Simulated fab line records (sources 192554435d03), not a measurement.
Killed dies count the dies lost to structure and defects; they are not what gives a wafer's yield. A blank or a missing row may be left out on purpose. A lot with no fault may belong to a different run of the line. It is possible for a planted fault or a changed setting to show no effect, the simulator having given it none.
Which tool is to blame?	flow n5 finfet	15 lots, 45 wafers sampled, at 3 steps of a route of 1938

== WHAT EACH GAUGE READ, for each wafer ==
N5_BEOL_M8_THK_MEAS_01. Usual: for M8_ILD_THK the level is 155.0 nm and the standard deviation is 1.9.
lot	measured	on	M8_ILD_THK (nm)	flag
L578	day 9 05:30	film metro-01	152.9 153.0 153.0	
L579	day 9 07:55	film metro-02	154.3 155.1 156.2	
L580	day 9 12:31	film metro-02	153.4 155.4 157.7	
L582	day 10 04:15	film metro-01	155.5 157.8 157.5	
L584	day 10 16:00	film metro-01	153.0 152.4 155.3	
L583	day 10 18:49	film metro-02	157.4 155.2 157.9	
L590	day 12 07:16	film metro-01	151.0 150.0 153.5	
L592	day 12 22:36	film metro-01	153.5 156.4 154.9	
L594	day 12 23:43	film metro-01	154.0 155.7 156.2	
L596	day 13 04:13	film metro-01	154.6 154.1 153.5	
L593	day 13 05:37	film metro-02	155.1 156.0 158.2	
L597	day 14 06:05	film metro-01	151.4 153.5 154.7	
L600	day 15 03:33	film metro-01	153.7 155.5 155.3	
L599	day 15 09:04	film metro-02	153.4 156.5 155.5	
L601	day 15 14:34	film metro-01	153.7 157.8 156.7	

N5_BEOL_M8_OVL_MEAS_12. Usual: for M8_OVL the level is 0.2 nm and the standard deviation is 0.73.
lot	measured	on	M8_OVL (nm)	flag
L578	day 9 06:33	overlay-02	0.5 0.6 0.5	
L579	day 9 09:39	overlay-01	0.8 1.2 0.0	
L580	day 9 15:05	overlay-01	1.4 0.9 0.7	
L582	day 10 06:10	overlay-01	- - -	OFF
L584	day 10 16:38	overlay-02	- - -	OFF
L583	day 10 20:00	overlay-01	- - -	OFF
L590	day 12 08:14	overlay-02	1.1 0.9 1.2	
L592	day 13 00:32	overlay-01	0.0 -0.2 0.1	
L594	day 13 00:45	overlay-01	0.5 -0.2 0.1	
L596	day 13 08:07	overlay-01	-0.6 -1.4 -1.2	
L593	day 13 08:23	overlay-01	0.2 0.2 -0.4	
L597	day 14 10:06	overlay-02	0.2 0.1 -0.1	
L600	day 15 05:57	overlay-02	1.0 -1.2 -0.9	
L599	day 15 10:16	overlay-01	-0.2 0.1 0.3	
L601	day 15 15:34	overlay-02	1.6 0.6 0.3	

== WHAT TOOL EACH LOT RAN ON (gives the tool, then ch and the chambers of the sampled wafers, and finally the start) ==
lot	N5_BEOL_M8_EXPOSE_08
L578	arfi scanner-03 ch 0, day 9 06:24
L579	arfi scanner-02 ch 0, day 9 09:29
L580	arfi scanner-02 ch 0, day 9 14:55
L582	arfi scanner-01, day 10 06:01
L584	arfi scanner-02, day 10 16:28
L583	arfi scanner-02, day 10 19:51
L590	arfi scanner-02 ch 0, day 12 08:05
L592	arfi scanner-03 ch 0, day 13 00:23
L594	arfi scanner-02 ch 0, day 13 00:36
L596	arfi scanner-01 ch 0, day 13 07:58
L593	arfi scanner-03 ch 0, day 13 08:13
L597	arfi scanner-03 ch 0, day 14 09:56
L600	arfi scanner-02 ch 0, day 15 05:47
L599	arfi scanner-02 ch 0, day 15 10:07
L601	arfi scanner-03 ch 0, day 15 15:25
- N5_BEOL_M8_EXPOSE_08: exposes mask M8.

== WHAT THE TOOLS THEMSELVES READ (means of the sampled wafers that have a number; where no wafer has one, the mark that the record gives instead) ==
N5_BEOL_M8_EXPOSE_08. Usual: exposure dose mJ cm2 68.20, standard deviation 0.07; reticle temp C 22.99 C, standard deviation 0.11.
lot	tool	exposure dose mJ cm2	reticle temp C (C)	flag
L578	arfi scanner-03	68.17	22.90	
L579	arfi scanner-02	68.27	23.01	
L580	arfi scanner-02	68.26	22.86	
L582	arfi scanner-01	-	-	OFF
L584	arfi scanner-02	-	-	OFF
L583	arfi scanner-02	-	-	OFF
L590	arfi scanner-02	68.15	22.97	
L592	arfi scanner-03	68.17	22.96	
L594	arfi scanner-02	68.21	23.02	
L596	arfi scanner-01	68.18	23.05	
L593	arfi scanner-03	68.21	22.99	
L597	arfi scanner-03	68.15	22.92	
L600	arfi scanner-02	68.16	22.94	
L599	arfi scanner-02	68.15	23.01	
L601	arfi scanner-03	68.15	22.89	

== THE ANSWER, worked out from the rows above alone ==
Rule: take the mean of a lot's wafers that have a number; if it is more than 3 standard deviations from the usual mean, the lot is off. A lot without any number at a reading at which 4 lots or more have one is off too. The other lots that the step has rows for count as sound. Order of review: gauges by route order, followed by the tools' own readings, for which a lot's mean as printed above is used. The first step at which some lot is off is used, and at that step the reading that is off furthest; a lot without a number counts as furthest.
Off: at N5_BEOL_M8_OVL_MEAS_12 (M8_OVL), L582, L584, L583. Without a number there: L582, L584, L583.
A tool fits if, at a process step before that reading, it ran every lot that is off, and no sound lot after the first of them. Not tried: the gauges at N5_BEOL_M8_OVL_MEAS_12; whatever is off there is also off at N5_BEOL_M8_EXPOSE_08, on other tools, and gauge error can't account for it. Of those tried, none fits.

== WHAT THE SIMULATOR PUT IN ==
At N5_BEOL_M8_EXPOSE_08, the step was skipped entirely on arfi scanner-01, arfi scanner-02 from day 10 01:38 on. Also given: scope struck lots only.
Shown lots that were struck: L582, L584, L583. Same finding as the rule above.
